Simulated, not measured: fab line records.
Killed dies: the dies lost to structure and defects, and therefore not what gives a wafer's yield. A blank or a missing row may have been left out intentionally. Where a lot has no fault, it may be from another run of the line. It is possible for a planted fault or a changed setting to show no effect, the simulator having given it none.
Matching of chambers ; flow nand harc ; NHARC_A_STAIRCASE_DESCUM_219 on rie diel-11 has 4 sister chambers
The step chemistry O2, time 3 s. 30 wafers are shown with their chamber, then 12 later ones without.

## WAFERS PAIRED WITH THEIR CHAMBERS
wafer;chamber;drypump motor current A (A);showerhead plenum p Torr (Torr);oes product au (a.u.)
L078.1;1;5.2;1.80;0.982
L078.3;2;6.5;1.94;0.995
L078.5;3;5.9;1.89;1.006
L080.3;2;6.5;1.94;0.986
L080.4;1;5.2;1.80;0.968
L080.5;0;6.1;1.94;0.982
L082.1;3;5.9;1.89;0.999
L082.2;0;6.1;1.93;0.987
L082.3;2;6.5;1.94;0.984
L082.4;1;5.2;1.79;0.977
L082.5;1;5.2;1.79;0.977
L082.6;2;6.5;1.94;0.983
L083.1;2;6.5;1.94;0.982
L083.2;1;5.2;1.79;0.973
L083.3;0;6.0;1.93;0.989
L081.2;3;5.9;1.89;1.002
L081.3;0;6.1;1.93;1.004
L081.5;2;6.5;1.94;0.988
L086.1;0;6.1;1.93;1.001
L086.3;3;5.9;1.88;1.018
L086.6;0;6.1;1.93;1.001
L087.3;2;6.5;1.93;1.000
L087.4;1;5.2;1.79;0.982
L087.5;0;6.1;1.93;1.005
L089.1;0;6.0;1.93;0.999
L089.2;2;6.5;1.93;1.004
L089.5;3;5.9;1.88;1.005
L091.1;0;6.1;1.93;1.002
L091.2;1;5.2;1.79;0.986
L091.6;3;5.9;1.88;0.998

SIGNATURES (means of the wafers above)
reading;chamber 0;chamber 1;chamber 2;chamber 3;scatter within a chamber
drypump motor current A;6.078;5.200;6.500;5.900;0.0245
showerhead plenum p Torr;1.9311;1.7929;1.9375;1.8850;0.00452
oes product au;0.99667;0.97786;0.99025;1.00467;0.00769
Rule: for a wafer and a chamber, the distance is found by dividing, reading by reading, the gap between the wafer's reading and the chamber's mean by the reading's scatter, squaring, summing and taking the root. The wafer belongs to the nearest chamber; if the next one is less than 2 further off, it can't be placed. The scatter: take each reading less its chamber's mean, square it, sum over the shown wafers, divide by the number of wafers less the number of chambers, and take the root.

## WAFERS WITHOUT THEIR CHAMBER
wafer;drypump motor current A (A);showerhead plenum p Torr (Torr);oes product au (a.u.)
L093.3;5.2;1.79;0.978
L093.5;6.1;1.93;1.000
L093.6;5.2;1.79;0.980
L094.2;5.9;1.88;1.000
L094.3;6.5;1.93;1.004
L094.4;5.2;1.79;1.009
L096.1;5.9;1.88;0.998
L096.3;6.1;1.92;0.988
L096.4;6.5;1.93;0.992
L097.3;6.5;1.93;0.996
L097.4;5.2;1.78;1.013
L097.6;6.5;1.93;1.002

## WHICH CHAMBER EACH ONE RAN IN
wafer;from the rows above;in truth
L093.3;1;1
L093.5;0;0
L093.6;1;1
L094.2;3;3
L094.3;2;2
L094.4;1;1
L096.1;3;3
L096.3;0;0
L096.4;2;2
L097.3;2;2
L097.4;1;1
L097.6;2;2
Placed correctly: 12 of 12. Not placeable from these rows: 0. Number placed wrongly: 0.
